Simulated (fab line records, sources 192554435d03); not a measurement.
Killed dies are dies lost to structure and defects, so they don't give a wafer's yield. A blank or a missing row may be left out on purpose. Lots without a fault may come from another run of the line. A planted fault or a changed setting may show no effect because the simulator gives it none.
Split-lot experiment | flow n5_finfet | 7 lots, 21 wafers read, on a route of 1938 steps

THE SPLIT
At N5_DUMMY_GATE_COAT_28 (time 60 s, resist thk 10 nm), the setting spin_rpm was moved away from the recipe's 1500 rpm on 5 of the 21 wafers read, by -4.3% to +8.8%. The other wafers ran this setting at the recipe's value.

The reading is taken at the split's own step.

THE READING
underlayer_of_DUMMY_GATE_COAT_28.thk_nm (the simulator's own value, which no gauge read), in nm, at N5_DUMMY_GATE_COAT_28 (time 60 s, resist thk 10 nm). The file gives no usual value for it.

wafer  | tool, chamber at the split | spin_rpm as run, rpm | against the recipe | underlayer_of_DUMMY_GATE_COAT_28.thk_nm, nm | against lot-mates on the recipe
L075.1 | litho_track-05, 0          | 1500                 | recipe             | 10                                          | -
L075.5 | litho_track-05, 0          | 1500                 | recipe             | 10                                          | -
L075.6 | litho_track-05, 0          | 1500                 | recipe             | 10                                          | -
L077.3 | litho_track-01, 0          | 1500                 | recipe             | 10                                          | -
L077.5 | litho_track-01, 0          | 1500                 | recipe             | 10                                          | -
L077.6 | litho_track-01, 0          | 1500                 | recipe             | 10                                          | -
L080.1 | litho_track-05, 0          | 1500                 | recipe             | 10                                          | -
L080.5 | litho_track-05, 0          | 1500                 | recipe             | 10                                          | -
L080.6 | litho_track-05, 0          | 1500                 | recipe             | 10                                          | -
L084.2 | litho_track-02, 0          | 1500                 | recipe             | 10                                          | -
L084.3 | litho_track-02, 0          | 1453                 | -3.1%              | 10.2                                        | +0.2
L084.5 | litho_track-02, 0          | 1453                 | -3.1%              | 10.2                                        | +0.2
L085.1 | litho_track-02, 0          | 1500                 | recipe             | 10                                          | -
L085.2 | litho_track-02, 0          | 1500                 | recipe             | 10                                          | -
L085.6 | litho_track-02, 0          | 1500                 | recipe             | 10                                          | -
L089.3 | litho_track-01, 0          | 1436                 | -4.3%              | 10.2                                        | +0.2
L089.5 | litho_track-01, 0          | 1500                 | recipe             | 10                                          | -
L089.6 | litho_track-01, 0          | 1500                 | recipe             | 10                                          | -
L097.1 | litho_track-05, 0          | 1500                 | recipe             | 10                                          | -
L097.2 | litho_track-05, 0          | 1632                 | +8.8%              | 9.6                                         | -0.4
L097.6 | litho_track-05, 0          | 1632                 | +8.8%              | 9.6                                         | -0.4

THE FIT
A straight line over all 21 wafers: underlayer_of_DUMMY_GATE_COAT_28.thk_nm changes by -0.0477 nm for each +1% of spin_rpm; r = -0.99; the points scatter about the line by 0.016 nm.
The same after taking each lot's own level away (the mean of its wafers on the recipe; 21 wafers): -0.0477 nm for each +1%; r = -0.99; scatter 0.016 nm.
On that fit, the largest move of spin_rpm shifts the reading by 0.42 nm.
The lots' own levels span 10.00 to 10.00 nm.
So the lot-to-lot level changes the slope little: the two slopes agree.
Check: with one of the wafers moved furthest among these (+8.8%) left out of the fit, the line predicts -0.423 nm for it against its lot-mates. It came out at -0.4 nm against them.

OTHER SPLITS ON THESE WAFERS
These wafers also went through other splits before the reading. Each is held against what the fit with the lots' levels taken away leaves over:
other split on the same wafers        | wafers away from the commonest value | r with underlayer_of_DUMMY_GATE_COAT_28.thk_nm (lot level and that fit taken away)
N5_ZERO_LAYER_COAT_05 spin_rpm        | 9                                    | +0.33
N5_ZERO_LAYER_EXPOSE_08 dose_mj       | 5                                    | +0.14
N5_FIN_SAQP_SPACER1_ALD_24 ald_cycles | 6                                    | +0.24

THE FILE'S OWN FIT
underlayer_of_DUMMY_GATE_COAT_28.thk_nm changes by -0.0474 nm for each +1% of spin_rpm, r = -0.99.
